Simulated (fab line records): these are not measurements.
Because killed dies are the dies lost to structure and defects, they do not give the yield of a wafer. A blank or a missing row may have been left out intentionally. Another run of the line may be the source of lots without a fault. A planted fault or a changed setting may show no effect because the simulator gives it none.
fab line records -- flow nand_harc -- part 1 of 2: steps 1 to 16 of 23
record: lots: 5, wafers: 15, last_day: 33
route steps=1302 shown A_CHANNEL_HOLE_D1@461
lots untouched by any fault: they come from a run of this same line in which no faults occurred
start_h: hours from the record's opening day to when the first of the lot's shown wafers began -- wait_h: time in hours since the lot's previous step -- " repeats the value in the row above -- L1.1+2: a single row standing in for several wafers -- - value missing, or start not given -- * or withheld: withheld -- < > ~ a bound
route shown NAME@n: names a module that has steps shown in the file, with the first one's number in the route -- usual: mean/standard deviation of fault-free wafers -- same: alike in all rows -- chamber/n: place in a boat -- sites: readings site by site -- _std_site: their standard deviation -- _edge_site: the outer-site mean with the inner-site mean subtracted -- radius_mm: how far each site lies from the wafer's centre -- mask NAME#n: copy n -- behind: tool/chamber where the wafer was last shaped -- hold: cause of the lot's hold/its duration in hours/its outcome -- device: transistor that didn't switch, given as n, p or np -- end of line: tests of these same wafers at the route's end -- a step without rows: its recipe alone -- killed: dies lost to structure and defects at the first sort, not the wafer's yield -- map: the dies of a wafer, with x for killed, . for not killed, _ for no die there
set.NAME: the setting as run; set.NAME@STEP: as run at that earlier step -- model.NAME: the simulator's own value behind a step, which no gauge read
lots seen at some steps along the route; tables by step, rows by wafer
services: when a tool's chamber went out of use (start_h, in hours from the record's first day, below 0 if earlier), for how many hours, and the reason
== steps ==
step: NHARC_A_CHANNEL_HOLE_D1_DEVELOP_09
recipe: develop_time_s: 35, dev_temp_c: 23
usual: resist_line_temp_C: 23.01/0.11
lot.wafer,tool,chamber,start_h,wait_h,resist_line_temp_C
L080.2,litho_track-01,0,-,-,22.81
L080.3,litho_track-01,0,-,-,22.99
L080.6,litho_track-01,0,-,-,23.01
L082.1,litho_track-06,0,-,-,22.88
L082.2,litho_track-06,0,-,-,22.92
L082.3,litho_track-06,0,-,-,23.05
L089.3,litho_track-01,0,-,-,23.05
L089.4,litho_track-01,0,-,-,22.97
L089.5,litho_track-01,0,-,-,23.10
L095.1,litho_track-04,0,-,-,22.84
L095.3,litho_track-04,0,-,-,22.99
L095.5,litho_track-04,0,-,-,22.98
L097.2,litho_track-06,0,-,-,23.01
L097.3,litho_track-06,0,-,-,22.99
L097.6,litho_track-06,0,-,-,23.04
step: NHARC_A_CHANNEL_HOLE_D1_CD_MEAS_10
recipe: target_cd_nm: 100, landing_energy_ev: 500
usual: cd_nm: 100.3/0.59
lot.wafer,tool,chamber,start_h,wait_h,cd_nm
L080.2,cd_sem-03,0,241.12,-,101.2
L080.3,cd_sem-03,0,241.12,-,100.4
L080.6,cd_sem-03,0,241.12,-,100.2
L082.1,cd_sem-03,0,263.58,-,99.8
L082.2,cd_sem-03,0,263.58,-,100.0
L082.3,cd_sem-03,0,263.58,-,99.6
L089.3,cd_sem-03,0,327.32,-,101.1
L089.4,cd_sem-03,0,327.32,-,100.5
L089.5,cd_sem-03,0,327.32,-,100.5
L095.1,cd_sem-03,0,397.64,-,100.0
L095.3,cd_sem-03,0,397.64,-,100.0
L095.5,cd_sem-03,0,397.64,-,99.5
L097.2,cd_sem-02,0,416.38,-,100.0
L097.3,cd_sem-02,0,416.38,-,100.1
L097.6,cd_sem-02,0,416.38,-,100.7
step: NHARC_A_CHANNEL_HOLE_D1_OVL_MEAS_11
usual: overlay_x_nm: 0.0/0.95, overlay_y_nm: 0.1/0.89
lot.wafer,tool,chamber,start_h,wait_h,overlay_x_nm,overlay_y_nm
L080.2,overlay-02,-,241.20,-,-1.4,-0.8
L080.3,overlay-02,-,241.20,-,-1.3,-1.0
L080.6,overlay-02,-,241.20,-,-0.9,-1.1
L082.1,overlay-02,-,263.67,-,-0.7,0.8
L082.2,overlay-02,-,263.67,-,-0.7,1.0
L082.3,overlay-02,-,263.67,-,-1.0,1.2
L089.3,overlay-02,-,327.40,-,1.5,-0.4
L089.4,overlay-02,-,327.40,-,1.6,-0.5
L089.5,overlay-02,-,327.40,-,1.8,0.2
L095.1,overlay-02,-,397.73,-,1.9,-0.1
L095.3,overlay-02,-,397.73,-,2.0,-0.4
L095.5,overlay-02,-,397.73,-,1.7,-0.1
L097.2,overlay-01,-,416.47,-,-0.5,-1.1
L097.3,overlay-01,-,416.47,-,0.4,-0.9
L097.6,overlay-01,-,416.47,-,0.0,-0.6
step: NHARC_A_CHANNEL_HOLE_D1_INSPECT_12
usual: raw_defect_count: 5.2/2.7
lot.wafer,tool,chamber,start_h,wait_h,raw_defect_count
L080.2,defect_inspect-01,-,241.24,0.0,1
L080.3,defect_inspect-01,-,241.24,0.0,7
L080.6,defect_inspect-01,-,241.24,0.0,4
L082.1,defect_inspect-02,-,263.70,0.0,3
L082.2,defect_inspect-02,-,263.70,0.0,4
L082.3,defect_inspect-02,-,263.70,0.0,7
L089.3,defect_inspect-02,-,327.44,0.0,12
L089.4,defect_inspect-02,-,327.44,0.0,5
L089.5,defect_inspect-02,-,327.44,0.0,9
L095.1,defect_inspect-02,-,397.77,0.0,2
L095.3,defect_inspect-02,-,397.77,0.0,6
L095.5,defect_inspect-02,-,397.77,0.0,2
L097.2,defect_inspect-02,-,416.51,0.0,2
L097.3,defect_inspect-02,-,416.51,0.0,5
L097.6,defect_inspect-02,-,416.51,0.0,11
step: NHARC_A_CHANNEL_HOLE_D1_DESCUM_15
recipe: time_s: 3, o2_flow_sccm: 200, ar_flow_sccm: 0, bias_power_w: 0, chemistry: O2
usual: drypump_motor_current_A: 5.6/0.42, oes_product_au: 0.999/0.0085, rf_vpp_V: 57.9/0.91, showerhead_plenum_p_Torr: 1.93/0.069, throttle_valve_pct: 11.312/0.0091
lot.wafer,tool,chamber,start_h,wait_h,drypump_motor_current_A,oes_product_au,rf_hours_counter_h,rf_vpp_V,showerhead_plenum_p_Torr,throttle_valve_pct
L080.2,rie_diel-06,1,241.31,0.1,5.7,1.002,9,58.1,1.98,11.314
L080.3,rie_diel-06,3,241.31,0.1,5.9,0.998,9,56.4,1.89,11.321
L080.6,rie_diel-06,1,241.31,0.1,5.7,1.002,-,58.5,1.98,11.318
L082.3,rie_diel-06,2,263.77,0.1,5.1,0.984,11,58.5,2.04,11.312
L082.1,rie_diel-06,3,263.77,0.1,6.0,0.998,11,58.6,1.89,11.314
L082.2,rie_diel-06,0,263.77,0.1,5.3,0.995,10,56.8,1.87,11.338
L089.3,rie_diel-11,0,327.50,0.1,6.5,0.991,21,57.3,1.86,11.326
L089.4,rie_diel-11,3,327.50,0.1,6.1,1.019,21,57.5,1.80,11.308
L089.5,rie_diel-11,1,327.50,0.1,5.6,0.983,-,57.3,1.93,11.319
L095.3,rie_diel-06,3,397.84,0.1,5.9,0.990,5,59.6,1.89,11.298
L095.1,rie_diel-06,1,397.84,0.1,5.7,0.993,6,58.5,1.97,11.297
L095.5,rie_diel-06,2,397.84,0.1,5.1,1.001,-,57.8,2.04,11.307
L097.2,rie_diel-06,0,416.57,0.1,5.3,1.008,7,58.3,1.86,11.308
L097.3,rie_diel-06,2,416.57,0.1,5.1,0.997,7,57.3,2.04,11.304
L097.6,rie_diel-06,1,416.57,0.1,5.7,1.001,-,59.6,1.97,11.317
step: NHARC_A_CHANNEL_HOLE_D1_ETCH_38
recipe: target_depth_a: 390, over_etch_frac: 0.3, time_s: 65, ion_energy_ev: 80, cf4_flow_sccm: 150, ar_flow_sccm: 0, rf_w: 300, bias_w: 100, chemistry: CF4
usual: drypump_motor_current_A: 5.6/0.42, oes_product_au: 1.000/0.0079, rf_vpp_V: 151.4/1, showerhead_plenum_p_Torr: 1.78/0.061, throttle_valve_pct: 13.284/0.0087
lot.wafer,tool,chamber,start_h,wait_h,drypump_motor_current_A,oes_product_au,rf_hours_counter_h,rf_vpp_V,showerhead_plenum_p_Torr,throttle_valve_pct
L080.3,rie_diel-06,3,241.39,0.1,5.9,1.004,9,153.0,1.75,13.272
L080.2,rie_diel-06,1,241.39,0.1,5.7,0.997,9,151.4,1.82,13.285
L080.6,rie_diel-06,3,241.39,0.1,6.0,0.995,-,151.6,1.75,13.302
L082.2,rie_diel-06,2,263.86,0.1,5.1,0.998,11,152.8,1.88,13.291
L082.1,rie_diel-06,3,263.86,0.1,5.9,1.009,11,150.2,1.75,13.283
L082.3,rie_diel-06,0,263.86,0.1,5.3,1.003,10,151.0,1.73,13.288
L089.4,rie_diel-11,2,327.59,0.1,5.6,1.005,20,152.4,1.81,13.293
L089.3,rie_diel-11,0,327.59,0.1,6.5,0.996,21,150.5,1.72,13.281
L089.5,rie_diel-11,2,327.59,0.1,5.6,0.996,-,151.0,1.81,13.295
L095.3,rie_diel-06,1,397.93,0.1,5.7,1.004,6,151.0,1.82,13.262
L095.1,rie_diel-06,2,397.93,0.1,5.1,0.996,5,152.3,1.88,13.280
L095.5,rie_diel-06,3,397.93,0.1,6.0,0.989,-,152.3,1.75,13.290
L097.2,rie_diel-06,1,416.65,0.1,5.7,0.996,7,150.8,1.82,13.282
L097.3,rie_diel-06,2,416.65,0.1,5.1,0.997,7,152.1,1.88,13.281
L097.6,rie_diel-06,1,416.65,0.1,5.7,1.001,-,152.9,1.82,13.287
step: NHARC_A_CHANNEL_HOLE_D1_ETCH_39
recipe: target_depth_a: 2600, over_etch_frac: 0.3, time_s: 325, ion_energy_ev: 200, n2_flow_sccm: 150, h2_flow_sccm: 150, ar_flow_sccm: 0, rf_w: 400, bias_w: 150, chemistry: N2/H2
usual: drypump_motor_current_A: 5.6/0.41, n2_flow_sccm: 150.0/0.47, oes_product_au: 0.999/0.0083, rf_vpp_V: 430.9/2.1, showerhead_plenum_p_Torr: 2.06/0.077, throttle_valve_pct: 14.172/0.0084
lot.wafer,tool,chamber,start_h,wait_h,drypump_motor_current_A,n2_flow_sccm,oes_product_au,rf_hours_counter_h,rf_vpp_V,showerhead_plenum_p_Torr,throttle_valve_pct
L080.3,rie_diel-06,3,-,-,5.9,150.3,0.997,9,430.2,2.02,14.175
L080.2,rie_diel-06,0,-,-,5.3,150.5,0.989,8,429.3,1.99,14.175
L080.6,rie_diel-06,3,-,-,6.0,150.2,1.008,-,429.6,2.02,14.153
L082.1,rie_diel-06,1,-,-,5.7,150.5,1.000,10,432.2,2.11,14.183
L082.3,rie_diel-06,2,-,-,5.1,149.8,0.991,12,433.9,2.18,14.175
L082.2,rie_diel-06,0,-,-,5.3,151.1,1.007,10,427.7,1.99,14.160
L089.4,rie_diel-11,2,-,-,5.6,149.9,1.004,20,432.1,2.09,14.162
L089.3,rie_diel-11,3,-,-,6.1,149.9,1.028,21,427.8,1.91,14.170
L089.5,rie_diel-11,2,-,-,5.6,150.5,1.003,-,432.3,2.09,14.164
L095.1,rie_diel-06,2,-,-,5.1,149.9,1.001,5,433.9,2.18,14.195
L095.3,rie_diel-06,3,-,-,6.0,150.1,0.986,5,429.8,2.01,14.178
L095.5,rie_diel-06,1,-,-,5.7,150.4,1.001,-,433.5,2.10,14.168
L097.3,rie_diel-06,0,-,-,5.3,150.5,1.001,7,428.8,1.98,14.170
L097.2,rie_diel-06,1,-,-,5.7,150.0,0.991,7,432.1,2.10,14.171
L097.6,rie_diel-06,0,-,-,5.3,150.5,1.002,-,428.0,1.98,14.167
step: NHARC_A_CHANNEL_HOLE_D1_ETCH_34
recipe: target_depth_a: 1540, time_s: 77, cf4_flow_sccm: 100, chf3_flow_sccm: 30, ar_flow_sccm: 0, rf_w: 500, bias_w: 200, chemistry: CF4/CHF3
usual: drypump_motor_current_A: 5.6/0.42, oes_product_au: 0.944/0.022, rf_vpp_V: 371.0/1.9, showerhead_plenum_p_Torr: 1.59/0.056, throttle_valve_pct: 16.803/0.0085
lot.wafer,tool,chamber,start_h,wait_h,drypump_motor_current_A,oes_product_au,rf_hours_counter_h,rf_vpp_V,showerhead_plenum_p_Torr,throttle_valve_pct
L080.2,rie_diel-06,3,-,-,6.0,0.941,9,370.6,1.56,16.811
L080.3,rie_diel-06,1,-,-,5.7,0.929,9,371.8,1.62,16.784
L080.6,rie_diel-06,3,-,-,5.9,0.929,-,370.5,1.56,16.801
L082.3,rie_diel-06,3,-,-,5.9,0.923,11,369.5,1.56,16.810
L082.1,rie_diel-06,0,-,-,5.2,0.914,10,370.0,1.54,16.801
L082.2,rie_diel-06,1,-,-,5.8,0.924,11,372.6,1.62,16.784
L089.4,rie_diel-11,3,-,-,6.1,0.992,21,367.4,1.48,16.791
L089.3,rie_diel-11,1,-,-,5.7,0.956,20,370.6,1.59,16.791
L089.5,rie_diel-11,2,-,-,5.6,0.992,-,371.5,1.61,16.807
L095.1,rie_diel-06,1,-,-,5.7,0.914,6,371.8,1.62,16.791
L095.3,rie_diel-06,0,-,-,5.3,0.927,5,369.5,1.53,16.801
L095.5,rie_diel-06,2,-,-,5.1,0.932,-,373.4,1.67,16.801
L097.3,rie_diel-06,3,-,-,5.9,0.923,6,369.3,1.56,16.792
L097.2,rie_diel-06,0,-,-,5.2,0.929,7,369.2,1.53,16.806
L097.6,rie_diel-06,0,-,-,5.3,0.926,-,368.6,1.53,16.810
step: NHARC_A_CHANNEL_HOLE_D1_ETCH_16
recipe: target_depth_a: 31000, over_etch_frac: 0.3, time_s: 806, ion_energy_ev: 150, o2_flow_sccm: 400, cos_flow_sccm: 20, ar_flow_sccm: 0, rf_w: 500, bias_w: 300, chemistry: O2/COS
usual: drypump_motor_current_A: 5.6/0.42, oes_product_au: 0.999/0.0084, rf_vpp_V: 314.5/1.8, showerhead_plenum_p_Torr: 3.15/0.11, throttle_valve_pct: 28.329/0.0091
lot.wafer,tool,chamber,start_h,wait_h,drypump_motor_current_A,oes_product_au,rf_hours_counter_h,rf_vpp_V,showerhead_plenum_p_Torr,throttle_valve_pct
L080.2,rie_diel-06,1,-,-,5.7,1.014,9,314.3,3.22,28.330
L080.3,rie_diel-06,2,-,-,5.1,1.005,10,316.9,3.32,28.321
L080.6,rie_diel-06,0,-,-,5.3,0.999,-,313.0,3.05,28.331
L082.3,rie_diel-06,2,-,-,5.1,0.997,12,317.1,3.32,28.322
L082.2,rie_diel-06,3,-,-,5.9,1.009,11,312.4,3.09,28.339
L082.1,rie_diel-06,0,-,-,5.3,1.001,10,313.5,3.05,28.346
L089.3,rie_diel-11,0,-,-,6.5,0.987,21,313.0,3.04,28.338
L089.4,rie_diel-11,2,-,-,5.6,0.982,21,316.1,3.20,28.328
L089.5,rie_diel-11,0,-,-,6.5,0.996,-,312.6,3.04,28.341
L095.1,rie_diel-06,3,-,-,5.9,0.993,5,315.0,3.09,28.341
L095.3,rie_diel-06,2,-,-,5.1,1.001,5,316.6,3.32,28.333
L095.5,rie_diel-06,0,-,-,5.2,0.996,-,312.4,3.04,28.320
L097.2,rie_diel-06,2,-,-,5.1,0.999,7,318.0,3.31,28.330
L097.3,rie_diel-06,3,-,-,5.9,0.984,6,312.7,3.09,28.330
L097.6,rie_diel-06,3,-,-,5.9,0.989,-,313.4,3.09,28.337
step: NHARC_A_CHANNEL_HOLE_D1_CD_MEAS_18
usual: cd_nm: 98.7/2.3
lot.wafer,tool,chamber,start_h,wait_h,cd_nm
L080.2,cd_sem-01,-,242.42,-,100.1
L080.3,cd_sem-01,-,242.42,-,96.5
L080.6,cd_sem-01,-,242.42,-,96.9
L082.1,cd_sem-03,-,264.86,-,99.8
L082.2,cd_sem-03,-,264.86,-,98.4
L082.3,cd_sem-03,-,264.86,-,98.5
L089.3,cd_sem-01,-,328.78,-,103.0
L089.4,cd_sem-01,-,328.78,-,98.0
L089.5,cd_sem-01,-,328.78,-,97.6
L095.1,cd_sem-01,-,398.93,-,98.6
L095.3,cd_sem-01,-,398.93,-,99.2
L095.5,cd_sem-01,-,398.93,-,98.0
L097.2,cd_sem-01,-,417.69,-,98.3
L097.3,cd_sem-01,-,417.69,-,97.5
L097.6,cd_sem-01,-,417.69,-,99.2
step: NHARC_A_CHANNEL_HOLE_D1_ETCH_19
recipe: bias_v: 1200, source_w: 2500, pressure_mtorr: 15, time_s: 34.5, ar_flow_sccm: 375, c4f8_flow_sccm: 28.8, o2_flow_sccm: 96.2, temp_c: -20, target_depth_a: *, chemistry: C4F8/O2/Ar
usual: drypump_motor_current_A: 6.0/0.41, showerhead_plenum_p_Torr: 3.77/0.098, throttle_valve_pct: 37.038/0.008
lot.wafer,tool,chamber,start_h,wait_h,drypump_motor_current_A,rf_hours_counter_h,showerhead_plenum_p_Torr,throttle_valve_pct
L080.2,har_etch-02,0,244.52,2.1,5.4,329,3.64,37.034
L080.3,har_etch-02,1,244.52,2.1,6.6,-,3.79,37.029
L080.6,har_etch-02,1,244.52,2.1,6.6,-,3.79,37.023
L082.1,har_etch-01,1,267.54,2.7,6.2,137,3.75,37.051
L082.2,har_etch-01,0,267.54,2.7,5.9,137,3.90,37.037
L082.3,har_etch-01,0,267.54,2.7,5.9,-,3.90,37.039
L089.4,har_etch-02,1,331.91,3.1,6.6,-,3.76,37.023
L089.3,har_etch-02,0,331.91,3.1,5.4,-,3.61,37.029
L089.5,har_etch-02,1,331.91,3.1,6.6,-,3.76,37.038
L095.1,har_etch-02,1,399.01,0.1,6.6,0,3.75,37.039
L095.3,har_etch-02,1,399.01,0.1,6.6,-,3.75,37.046
L095.5,har_etch-02,0,399.01,0.1,5.4,-,3.99,37.043
L097.2,har_etch-01,0,417.76,0.1,5.9,229,3.85,37.048
L097.3,har_etch-01,1,417.76,0.1,6.2,-,3.70,37.036
L097.6,har_etch-01,1,417.76,0.1,6.2,-,3.70,37.030
step: NHARC_A_CHANNEL_HOLE_D1_ETCH_20
recipe: bias_v: 3000, source_w: withheld, pressure_mtorr: 20, time_s: 361.9, ar_flow_sccm: 375, c4f8_flow_sccm: 89.3, o2_flow_sccm: 35.7, temp_c: -20, target_depth_a: 16000, chemistry: C4F8/O2/Ar
usual: drypump_motor_current_A: 6.0/0.42, showerhead_plenum_p_Torr: 3.73/0.094, throttle_valve_pct: 32.154/0.0089
lot.wafer,tool,chamber,start_h,wait_h,drypump_motor_current_A,rf_hours_counter_h,showerhead_plenum_p_Torr,throttle_valve_pct
L080.2,har_etch-02,0,244.63,0.1,5.4,329,3.60,32.144
L080.3,har_etch-02,1,244.63,0.1,6.7,-,3.75,32.155
L080.6,har_etch-02,1,244.63,0.1,6.7,-,3.75,32.153
L082.1,har_etch-01,1,267.65,0.1,6.2,137,3.71,32.147
L082.2,har_etch-01,0,267.65,0.1,5.9,137,3.86,32.147
L082.3,har_etch-01,0,267.65,0.1,5.9,-,3.86,32.146
L089.4,har_etch-02,1,332.09,0.2,6.6,-,3.72,32.145
L089.3,har_etch-02,0,332.09,0.2,5.4,-,3.58,32.158
L089.5,har_etch-02,1,332.09,0.2,6.6,-,3.72,32.141
L095.1,har_etch-02,1,399.12,0.1,6.6,0,3.70,32.164
L095.3,har_etch-02,1,399.12,0.1,6.6,-,3.70,32.177
L095.5,har_etch-02,0,399.12,0.1,5.4,-,3.93,32.160
L097.2,har_etch-01,0,417.88,0.1,5.9,229,3.80,32.157
L097.3,har_etch-01,1,417.88,0.1,6.2,-,3.66,32.151
L097.6,har_etch-01,1,417.88,0.1,6.2,-,3.66,32.152
step: NHARC_A_CHANNEL_HOLE_D1_ETCH_21
recipe: bias_v: 3000, source_w: withheld, pressure_mtorr: 20, time_s: 514.3, ar_flow_sccm: 375, c4f8_flow_sccm: 89.3, o2_flow_sccm: 35.7, temp_c: -20, target_depth_a: 16000, chemistry: C4F8/O2/Ar
usual: drypump_motor_current_A: 6.0/0.42, showerhead_plenum_p_Torr: 3.73/0.094, throttle_valve_pct: 32.155/0.0092
lot.wafer,tool,chamber,start_h,wait_h,drypump_motor_current_A,rf_hours_counter_h,showerhead_plenum_p_Torr,throttle_valve_pct
L080.2,har_etch-02,0,244.95,0.3,5.4,330,3.60,32.159
L080.3,har_etch-02,1,244.95,0.3,6.6,-,3.75,32.162
L080.6,har_etch-02,1,244.95,0.3,6.7,-,3.75,32.155
L082.1,har_etch-01,1,267.96,0.3,6.2,137,3.71,32.144
L082.2,har_etch-01,0,267.96,0.3,5.9,137,3.86,32.161
L082.3,har_etch-01,0,267.96,0.3,5.9,-,3.85,32.172
L089.4,har_etch-02,1,332.45,0.3,6.6,-,3.72,32.154
L089.3,har_etch-02,0,332.45,0.3,5.4,-,3.58,32.145
L089.5,har_etch-02,1,332.45,0.3,6.6,-,3.72,32.149
L095.1,har_etch-02,1,399.43,0.3,6.6,0,3.70,32.160
L095.3,har_etch-02,1,399.43,0.3,6.6,-,3.70,32.162
L095.5,har_etch-02,0,399.43,0.3,5.4,-,3.93,32.151
L097.2,har_etch-01,0,418.18,0.3,5.8,229,3.80,32.163
L097.3,har_etch-01,1,418.18,0.3,6.2,-,3.66,32.147
L097.6,har_etch-01,1,418.18,0.3,6.2,-,3.66,32.167
step: NHARC_A_CHANNEL_HOLE_D1_ETCH_22
recipe: bias_v: 3000, source_w: withheld, pressure_mtorr: 20, time_s: 666.7, ar_flow_sccm: 375, c4f8_flow_sccm: 89.3, o2_flow_sccm: 35.7, temp_c: -20, target_depth_a: 16000, chemistry: C4F8/O2/Ar
usual: drypump_motor_current_A: 6.0/0.42, showerhead_plenum_p_Torr: 3.73/0.094, throttle_valve_pct: 32.154/0.0097
lot.wafer,tool,chamber,start_h,wait_h,drypump_motor_current_A,rf_hours_counter_h,showerhead_plenum_p_Torr,throttle_valve_pct
L080.2,har_etch-02,0,245.39,0.4,5.4,330,3.60,32.158
L080.3,har_etch-02,1,245.39,0.4,6.6,-,3.75,32.179
L080.6,har_etch-02,1,245.39,0.4,6.6,-,3.75,32.161
L082.1,har_etch-01,1,268.40,0.4,6.2,138,3.71,32.165
L082.2,har_etch-01,0,268.40,0.4,5.9,138,3.85,32.141
L082.3,har_etch-01,0,268.40,0.4,5.9,-,3.85,32.134
L089.4,har_etch-02,1,332.93,0.4,6.6,-,3.72,32.149
L089.3,har_etch-02,0,332.93,0.4,5.4,-,3.58,32.148
L089.5,har_etch-02,1,332.93,0.4,6.6,-,3.72,32.152
L095.1,har_etch-02,1,399.88,0.4,6.6,1,3.70,32.166
L095.3,har_etch-02,1,399.88,0.4,6.6,-,3.70,32.154
L095.5,har_etch-02,0,399.88,0.4,5.4,-,3.93,32.155
L097.2,har_etch-01,0,418.62,0.4,5.9,229,3.80,32.150
L097.3,har_etch-01,1,418.62,0.4,6.2,-,3.66,32.143
L097.6,har_etch-01,1,418.62,0.4,6.2,-,3.66,32.134
step: NHARC_A_CHANNEL_HOLE_D1_ETCH_23
recipe: bias_v: 5000, source_w: withheld, pressure_mtorr: 20, time_s: 819, ar_flow_sccm: 375, c4f8_flow_sccm: 89.3, o2_flow_sccm: 35.7, temp_c: -20, target_depth_a: 16000, chemistry: C4F8/O2/Ar
usual: drypump_motor_current_A: 6.0/0.42, showerhead_plenum_p_Torr: 3.73/0.094, throttle_valve_pct: 32.155/0.009
lot.wafer,tool,chamber,start_h,wait_h,drypump_motor_current_A,rf_hours_counter_h,showerhead_plenum_p_Torr,throttle_valve_pct
L080.2,har_etch-02,0,245.97,0.5,5.5,331,3.60,32.164
L080.3,har_etch-02,1,245.97,0.5,6.6,-,3.75,32.149
L080.6,har_etch-02,1,245.97,0.5,6.6,-,3.75,32.149
L082.1,har_etch-01,1,268.96,0.5,6.2,138,3.71,32.163
L082.2,har_etch-01,0,268.96,0.5,5.9,138,3.86,32.164
L082.3,har_etch-01,0,268.96,0.5,5.9,-,3.85,32.162
L089.4,har_etch-02,1,333.55,0.5,6.7,-,3.72,32.169
L089.3,har_etch-02,0,333.55,0.5,5.4,-,3.58,32.150
L089.5,har_etch-02,1,333.55,0.5,6.7,-,3.72,32.165
L095.1,har_etch-02,1,400.46,0.5,6.6,1,3.70,32.174
L095.3,har_etch-02,1,400.46,0.5,6.6,-,3.70,32.170
L095.5,har_etch-02,0,400.46,0.5,5.4,-,3.93,32.152
L097.2,har_etch-01,0,419.18,0.5,5.9,230,3.80,32.140
L097.3,har_etch-01,1,419.18,0.5,6.2,-,3.66,32.147
L097.6,har_etch-01,1,419.18,0.5,6.2,-,3.66,32.147
step: NHARC_A_CHANNEL_HOLE_D1_ETCH_24
recipe: bias_v: 5000, source_w: withheld, pressure_mtorr: 20, time_s: 906.2, ar_flow_sccm: 375, c4f8_flow_sccm: 93.8, o2_flow_sccm: 31.2, temp_c: -20, target_depth_a: 15000, chemistry: C4F8/O2/Ar
usual: drypump_motor_current_A: 6.0/0.42, showerhead_plenum_p_Torr: 3.72/0.094, throttle_valve_pct: 32.235/0.0096
lot.wafer,tool,chamber,start_h,wait_h,drypump_motor_current_A,rf_hours_counter_h,showerhead_plenum_p_Torr,throttle_valve_pct
L080.2,har_etch-02,0,246.66,0.6,5.5,331,3.60,32.241
L080.3,har_etch-02,1,246.66,0.6,6.6,-,3.74,32.220
L080.6,har_etch-02,1,246.66,0.6,6.6,-,3.74,32.234
L082.1,har_etch-01,1,269.65,0.6,6.2,139,3.70,32.239
L082.2,har_etch-01,0,269.65,0.6,5.9,139,3.85,32.240
L082.3,har_etch-01,0,269.65,0.6,5.9,-,3.85,32.235
L089.4,har_etch-02,1,334.27,0.6,6.6,-,3.72,32.238
L089.3,har_etch-02,0,334.27,0.6,5.5,-,3.57,32.234
L089.5,har_etch-02,1,334.27,0.6,6.6,-,3.71,32.218
L095.1,har_etch-02,1,401.15,0.6,6.6,2,3.70,32.244
L095.3,har_etch-02,1,401.15,0.6,6.6,-,3.70,32.237
L095.5,har_etch-02,0,401.15,0.6,5.4,-,3.93,32.250
L097.2,har_etch-01,0,419.87,0.6,5.8,231,3.80,32.221
L097.3,har_etch-01,1,419.87,0.6,6.2,-,3.65,32.218
L097.6,har_etch-01,1,419.87,0.6,6.2,-,3.65,32.233
